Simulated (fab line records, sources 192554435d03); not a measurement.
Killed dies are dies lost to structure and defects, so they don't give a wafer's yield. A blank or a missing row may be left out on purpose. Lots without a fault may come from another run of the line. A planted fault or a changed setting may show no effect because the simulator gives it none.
Which tool did it? | flow n5_finfet | 11 lots, 33 wafers sampled, at 1 step of a route of 1938

WHAT THE GAUGES READ, wafer by wafer
N5_BEOL_M15_CD_MEAS_17: target cd 360 nm.
lot  | measured     | on        | cd_nm (nm)
L827 | day 12 07:40 | cd_sem-03 | 361.8 363.2 359.8
L829 | day 12 11:34 | cd_sem-03 | 359.0 359.0 359.3
L831 | day 12 13:34 | cd_sem-02 | 361.6 361.6 358.6
L830 | day 12 14:04 | cd_sem-02 | 358.5 359.3 359.0
L832 | day 12 15:15 | cd_sem-02 | 362.3 362.4 360.7
L833 | day 13 07:44 | cd_sem-03 | 361.5 359.6 362.2
L836 | day 14 03:04 | cd_sem-02 | 359.3 357.2 359.1
L839 | day 15 04:49 | cd_sem-01 | 359.2 361.3 359.4
L842 | day 15 08:05 | cd_sem-02 | 362.3 361.3 358.3
L846 | day 16 20:05 | cd_sem-01 | 361.6 363.1 363.5
L849 | day 16 23:05 | cd_sem-02 | 361.6 361.7 360.3

WHICH TOOL RAN EACH LOT (tool, then ch and the chambers of the sampled wafers, then the start)
The record holds no process step before these readings.

THE ANSWER, worked out from the rows above alone
Rule: what is usual is taken from the lots themselves. Put in order of their means at a reading, lots are off if they are a third of the lots or fewer, leave a main group of 4 or more, and stand apart from it by a gap of 3 or more times the standard deviation of the main group's means; of several such gaps the widest counts. A main group whose means are all the same, to the digits that the tables above print for the reading, isn't used. A lot without any number at a reading at which 4 lots or more have one is off too. The other lots that the step has rows for count as sound.
No lot is off at any reading shown: from this, nothing can be told.

WHAT THE SIMULATOR HAD PUT IN
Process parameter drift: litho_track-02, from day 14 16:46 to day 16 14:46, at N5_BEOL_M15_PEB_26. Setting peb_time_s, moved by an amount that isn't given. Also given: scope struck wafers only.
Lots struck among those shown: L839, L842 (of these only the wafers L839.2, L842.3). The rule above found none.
